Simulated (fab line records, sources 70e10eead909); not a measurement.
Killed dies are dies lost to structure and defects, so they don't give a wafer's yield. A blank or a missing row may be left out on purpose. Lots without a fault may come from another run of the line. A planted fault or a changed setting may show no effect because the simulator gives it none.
Which tool did it? | flow nand_harc | 24 lots, 72 wafers sampled, at 6 steps of a route of 1159

WHAT THE GAUGES READ, wafer by wafer
NHARC_A_M0_THK_MEAS_24: measures by xrf. Usual: thk_nm 113.9 nm, standard deviation 1.3.
lot  | measured     | on            | thk_nm (nm)       | flag
L077 | day 22 23:28 | film_metro-01 | 114.4 113.5 113.0 |
L078 | day 23 07:03 | film_metro-02 | 113.5 113.9 111.4 |
L074 | day 23 10:31 | film_metro-02 | 113.8 113.6 115.6 |
L076 | day 23 10:53 | film_metro-02 | 114.3 110.8 112.5 |
L075 | day 23 11:48 | film_metro-01 | 115.6 113.2 113.9 |
L082 | day 23 12:41 | film_metro-02 | 112.8 112.7 113.4 |
L080 | day 23 19:25 | film_metro-01 | 113.6 112.8 111.3 |
L079 | day 23 23:28 | film_metro-01 | 113.8 114.3 114.3 |
L081 | day 23 23:54 | film_metro-01 | 115.0 112.4 112.6 |
L084 | day 24 00:21 | film_metro-02 | 115.2 114.7 116.0 |
L083 | day 24 01:31 | film_metro-01 | 113.3 112.7 114.7 |
L087 | day 24 05:58 | film_metro-01 | 114.4 115.5 114.1 |
L088 | day 25 05:37 | film_metro-02 | 114.1 115.2 115.8 |
L085 | day 25 05:56 | film_metro-01 | 113.9 114.2 115.9 |
L089 | day 25 07:01 | film_metro-02 | 111.5 113.6 114.9 |
L093 | day 25 07:43 | film_metro-01 | 114.5 114.2 114.0 |
L091 | day 25 08:02 | film_metro-02 | 114.9 110.2 111.6 |
L092 | day 25 08:08 | film_metro-02 | 114.9 115.2 116.3 |
L095 | day 25 12:47 | film_metro-02 | 113.1 114.1 112.5 |
L094 | day 25 14:08 | film_metro-02 | 115.1 111.4 115.6 |
L090 | day 25 19:12 | film_metro-02 | 113.7 111.6 114.6 |
L086 | day 26 04:18 | film_metro-01 | 112.7 114.5 113.8 |
L097 | day 26 14:56 | film_metro-01 | 112.4 116.7 115.5 |
L096 | day 26 16:03 | film_metro-02 | 114.2 115.5 114.2 |

NHARC_A_M1_INSPECT_27. Usual: raw_defect_count 440, standard deviation 110.
lot  | measured     | on                | raw_defect_count | flag
L077 | day 23 03:39 | defect_inspect-02 | 357 525 370      |
L078 | day 23 11:38 | defect_inspect-01 | 499 453 456      |
L074 | day 23 14:48 | defect_inspect-02 | 543 372 484      |
L076 | day 23 15:10 | defect_inspect-01 | 306 301 262      |
L075 | day 23 16:06 | defect_inspect-01 | 323 322 372      |
L082 | day 23 17:09 | defect_inspect-01 | 379 315 255      |
L080 | day 23 23:58 | defect_inspect-02 | 439 325 362      |
L079 | day 24 03:41 | defect_inspect-02 | 568 618 710      |
L081 | day 24 04:14 | defect_inspect-01 | 481 375 458      |
L084 | day 24 04:35 | defect_inspect-01 | 478 385 337      |
L083 | day 24 05:43 | defect_inspect-01 | 418 433 475      |
L087 | day 24 10:26 | defect_inspect-02 | 358 266 485      |
L088 | day 25 10:01 | defect_inspect-02 | 686 469 422      |
L085 | day 25 10:16 | defect_inspect-02 | 528 583 476      |
L089 | day 25 11:20 | defect_inspect-01 | 411 409 484      |
L093 | day 25 12:38 | defect_inspect-02 | 480 461 430      |
L091 | day 25 13:38 | defect_inspect-02 | 389 376 330      |
L092 | day 25 13:28 | defect_inspect-02 | 683 659 563      |
L095 | day 25 17:05 | defect_inspect-01 | 277 519 314      |
L094 | day 25 18:41 | defect_inspect-01 | 380 455 404      |
L090 | day 25 23:42 | defect_inspect-02 | 480 437 384      |
L086 | day 26 08:29 | defect_inspect-01 | 561 384 433      |
L097 | day 26 19:10 | defect_inspect-02 | 411 468 331      |
L096 | day 26 20:28 | defect_inspect-02 | 397 443 441      |

NHARC_A_BONDPAD_THK_MEAS_20: measures by xrf. Usual: thk_nm 169.9 nm, standard deviation 1.5.
lot  | measured     | on            | thk_nm (nm)       | flag
L077 | day 23 08:23 | film_metro-02 | 169.3 169.1 170.9 |
L078 | day 23 16:08 | film_metro-02 | 172.1 169.5 168.3 |
L074 | day 23 19:15 | film_metro-01 | 170.7 171.7 170.7 |
L076 | day 23 19:46 | film_metro-02 | 170.3 169.5 169.6 |
L075 | day 23 20:34 | film_metro-01 | 168.5 168.0 167.3 |
L082 | day 23 21:31 | film_metro-02 | 166.8 169.2 172.0 |
L080 | day 24 04:49 | film_metro-01 | 171.3 169.2 172.3 |
L079 | day 24 08:13 | film_metro-02 | 170.6 170.2 169.6 |
L081 | day 24 08:44 | film_metro-01 | 169.8 170.8 167.7 |
L084 | day 24 09:14 | film_metro-01 | 170.5 168.7 171.8 |
L083 | day 24 10:32 | film_metro-01 | 171.4 171.1 169.1 |
L087 | day 24 15:02 | film_metro-02 | 171.7 169.9 169.3 |
L088 | day 25 14:35 | film_metro-01 | 166.9 169.0 170.2 |
L085 | day 25 14:48 | film_metro-01 | 172.7 172.0 170.8 |
L089 | day 25 16:22 | film_metro-02 | 168.6 169.9 168.9 |
L093 | day 25 17:14 | film_metro-01 | 168.5 170.7 168.4 |
L091 | day 25 18:29 | film_metro-01 | 171.6 169.8 170.0 |
L092 | day 25 18:10 | film_metro-02 | 170.7 171.9 172.3 |
L095 | day 25 21:44 | film_metro-02 | 169.7 169.4 169.7 |
L094 | day 25 23:10 | film_metro-02 | 168.2 168.9 169.9 |
L090 | day 26 04:10 | film_metro-02 | 169.3 167.3 169.4 |
L086 | day 26 13:25 | film_metro-02 | 168.0 170.6 171.0 |
L097 | day 26 23:44 | film_metro-02 | 171.9 168.7 171.7 |
L096 | day 27 01:00 | film_metro-02 | 168.4 169.8 170.9 |

WHICH TOOL RAN EACH LOT (tool, then ch and the chambers of the sampled wafers, then the start)
lot  | NHARC_A_M0_PRE_CLEAN_29                 | NHARC_A_M1_ANNEAL_31             | NHARC_A_BONDPAD_CMP_29
L077 | pvd_sputter-01, day 22 23:28 or earlier | rtp_anneal-02 ch 0, day 23 02:50 | cmp-04 ch 0,1,3, day 23 04:50
L078 | pvd_sputter-03, day 23 07:03 or earlier | rtp_anneal-01 ch 0, day 23 10:49 | cmp-03 ch 0,2,3, day 23 12:47
L074 | pvd_sputter-03, day 23 10:31 or earlier | rtp_anneal-01 ch 0, day 23 13:59 | cmp-02 ch 0,1,2, day 23 15:58
L076 | pvd_sputter-01, day 23 10:53 or earlier | rtp_anneal-02 ch 0, day 23 14:22 | cmp-03 ch 0,2,3, day 23 16:20
L075 | pvd_sputter-01, day 23 11:48 or earlier | rtp_anneal-02 ch 0, day 23 15:17 | cmp-03 ch 0,2,3, day 23 17:22
L082 | pvd_sputter-01, day 23 12:41 or earlier | rtp_anneal-02 ch 0, day 23 16:19 | cmp-04 ch 0,2,3, day 23 18:18
L080 | pvd_sputter-03, day 23 19:25 or earlier | rtp_anneal-01 ch 0, day 23 23:18 | cmp-04 ch 2,3, day 24 01:05
L079 | pvd_sputter-02, day 23 23:28 or earlier | rtp_anneal-02 ch 0, day 24 03:01 | cmp-03 ch 0,3, day 24 04:47
L081 | pvd_sputter-03, day 23 23:54 or earlier | rtp_anneal-01 ch 0, day 24 03:28 | cmp-03 ch 1,2, day 24 05:21
L084 | pvd_sputter-01, day 24 00:21 or earlier | rtp_anneal-02 ch 0, day 24 03:49 | cmp-04 ch 0,2, day 24 05:44
L083 | pvd_sputter-01, day 24 01:31 or earlier | rtp_anneal-02 ch 0, day 24 04:57 | cmp-02 ch 0,1,3, day 24 06:53
L087 | pvd_sputter-01, day 24 05:58 or earlier | rtp_anneal-02 ch 0, day 24 09:38 | cmp-02 ch 0,1,3, day 24 11:41
L088 | pvd_sputter-03, day 25 05:37 or earlier | rtp_anneal-01 ch 0, day 25 09:12 | cmp-04 ch 0,2,3, day 25 11:08
L085 | pvd_sputter-01, day 25 05:56 or earlier | rtp_anneal-02 ch 0, day 25 09:26 | cmp-03 ch 1,2, day 25 11:23
L089 | pvd_sputter-02, day 25 07:01 or earlier | rtp_anneal-02 ch 0, day 25 10:34 | cmp-02 ch 1,3, day 25 12:28
L093 | pvd_sputter-02, day 25 07:43 or earlier | rtp_anneal-01 ch 0, day 25 11:49 | cmp-03 ch 1,2,3, day 25 13:47
L091 | pvd_sputter-03, day 25 08:02 or earlier | rtp_anneal-02 ch 0, day 25 12:56 | cmp-03 ch 1,2, day 25 15:03
L092 | pvd_sputter-01, day 25 08:08 or earlier | rtp_anneal-01 ch 0, day 25 12:39 | cmp-02 ch 1,2, day 25 14:48
L095 | pvd_sputter-03, day 25 12:47 or earlier | rtp_anneal-02 ch 0, day 25 16:20 | cmp-03 ch 1,2, day 25 18:12
L094 | pvd_sputter-03, day 25 14:08 or earlier | rtp_anneal-02 ch 0, day 25 17:52 | cmp-02 ch 2,3, day 25 19:49
L090 | pvd_sputter-01, day 25 19:12 or earlier | rtp_anneal-02 ch 0, day 25 22:53 | cmp-03 ch 0,1,3, day 26 00:52
L086 | pvd_sputter-01, day 26 04:18 or earlier | rtp_anneal-01 ch 0, day 26 07:40 | cmp-03 ch 1,2,3, day 26 09:43
L097 | pvd_sputter-02, day 26 14:56 or earlier | rtp_anneal-02 ch 0, day 26 18:21 | cmp-04 ch 2,3, day 26 20:18
L096 | pvd_sputter-01, day 26 16:03 or earlier | rtp_anneal-02 ch 0, day 26 19:38 | cmp-04 ch 0,1,3, day 26 21:35
- NHARC_A_M0_PRE_CLEAN_29: time 30 s.
- NHARC_A_M1_ANNEAL_31: time 90 s.
- NHARC_A_BONDPAD_CMP_29: polishes SiCN, target thk 200 nm.

WHAT THE TOOLS THEMSELVES READ (means of the sampled wafers that have a number; where no wafer has one, the mark that the record gives instead)
NHARC_A_M0_PRE_CLEAN_29. Usual: heater_power_w 422 W, standard deviation 44.
lot  | tool           | heater_power_w (W) | flag
L077 | pvd_sputter-01 | 460                |
L078 | pvd_sputter-03 | 393                |
L074 | pvd_sputter-03 | 380                |
L076 | pvd_sputter-01 | 453                |
L075 | pvd_sputter-01 | 456                |
L082 | pvd_sputter-01 | 475                |
L080 | pvd_sputter-03 | 382                |
L079 | pvd_sputter-02 | 440                |
L081 | pvd_sputter-03 | 382                |
L084 | pvd_sputter-01 | 427                |
L083 | pvd_sputter-01 | 489                |
L087 | pvd_sputter-01 | 431                |
L088 | pvd_sputter-03 | 382                |
L085 | pvd_sputter-01 | 429                |
L089 | pvd_sputter-02 | 447                |
L093 | pvd_sputter-02 | 403                |
L091 | pvd_sputter-03 | 381                |
L092 | pvd_sputter-01 | 452                |
L095 | pvd_sputter-03 | 379                |
L094 | pvd_sputter-03 | 383                |
L090 | pvd_sputter-01 | 415                |
L086 | pvd_sputter-01 | 465                |
L097 | pvd_sputter-02 | 454                |
L096 | pvd_sputter-01 | 454                |

NHARC_A_M1_ANNEAL_31. Usual: wafer_temp_C_max 226.1, standard deviation 0.3.
lot  | tool          | wafer_temp_C_max | flag
L077 | rtp_anneal-02 | 226.4            |
L078 | rtp_anneal-01 | 226.1            |
L074 | rtp_anneal-01 | 226.4            |
L076 | rtp_anneal-02 | 226.0            |
L075 | rtp_anneal-02 | 226.0            |
L082 | rtp_anneal-02 | 225.9            |
L080 | rtp_anneal-01 | 226.3            |
L079 | rtp_anneal-02 | 225.9            |
L081 | rtp_anneal-01 | 226.3            |
L084 | rtp_anneal-02 | 225.9            |
L083 | rtp_anneal-02 | 225.9            |
L087 | rtp_anneal-02 | 225.9            |
L088 | rtp_anneal-01 | 226.2            |
L085 | rtp_anneal-02 | 225.6            |
L089 | rtp_anneal-02 | 226.0            |
L093 | rtp_anneal-01 | 226.4            |
L091 | rtp_anneal-02 | 226.0            |
L092 | rtp_anneal-01 | 226.5            |
L095 | rtp_anneal-02 | 225.8            |
L094 | rtp_anneal-02 | 226.1            |
L090 | rtp_anneal-02 | 226.2            |
L086 | rtp_anneal-01 | 226.3            |
L097 | rtp_anneal-02 | 226.3            |
L096 | rtp_anneal-02 | 225.8            |

NHARC_A_BONDPAD_CMP_29. Usual: motor_current_A 11.8 A, standard deviation 1.5; slurry_filter_dp_kPa 13.51 kPa, standard deviation 0.14.
lot  | tool   | motor_current_A (A) | slurry_filter_dp_kPa (kPa) | flag
L077 | cmp-04 | 11.9                | 13.59                      |
L078 | cmp-03 | 11.8                | 13.48                      |
L074 | cmp-02 | 12.6                | 13.48                      |
L076 | cmp-03 | 12.0                | 13.45                      |
L075 | cmp-03 | 12.0                | 13.56                      |
L082 | cmp-04 | 12.1                | 13.51                      |
L080 | cmp-04 | 12.6                | 13.58                      |
L079 | cmp-03 | 13.2                | 13.54                      |
L081 | cmp-03 | 10.9                | 13.55                      |
L084 | cmp-04 | 12.3                | 13.50                      |
L083 | cmp-02 | 12.2                | 13.63                      |
L087 | cmp-02 | 11.9                | 13.44                      |
L088 | cmp-04 | 12.1                | 13.48                      |
L085 | cmp-03 | 10.8                | 13.55                      |
L089 | cmp-02 | 10.9                | 13.58                      |
L093 | cmp-03 | 12.0                | 13.46                      |
L091 | cmp-03 | 11.1                | 13.44                      |
L092 | cmp-02 | 12.1                | 13.61                      |
L095 | cmp-03 | 10.9                | 13.51                      |
L094 | cmp-02 | 12.2                | 13.56                      |
L090 | cmp-03 | 11.6                | 13.51                      |
L086 | cmp-03 | 12.4                | 13.39                      |
L097 | cmp-04 | 13.2                | 13.53                      |
L096 | cmp-04 | 12.0                | 13.43                      |

THE ANSWER, worked out from the rows above alone
Rule: a lot is off if the mean of its wafers that have a number lies more than 3 standard deviations from the usual mean. A lot without any number at a reading at which 4 lots or more have one is off too. The other lots that the step has rows for count as sound. The gauges are gone through in route order, then the tools' own readings, and for those a lot's mean is taken as printed above. The first step at which some lot is off is used, and at that step the reading that is off furthest; a lot without a number counts as furthest.
No lot is off at any reading shown: from this, nothing can be told.

WHAT THE SIMULATOR HAD PUT IN
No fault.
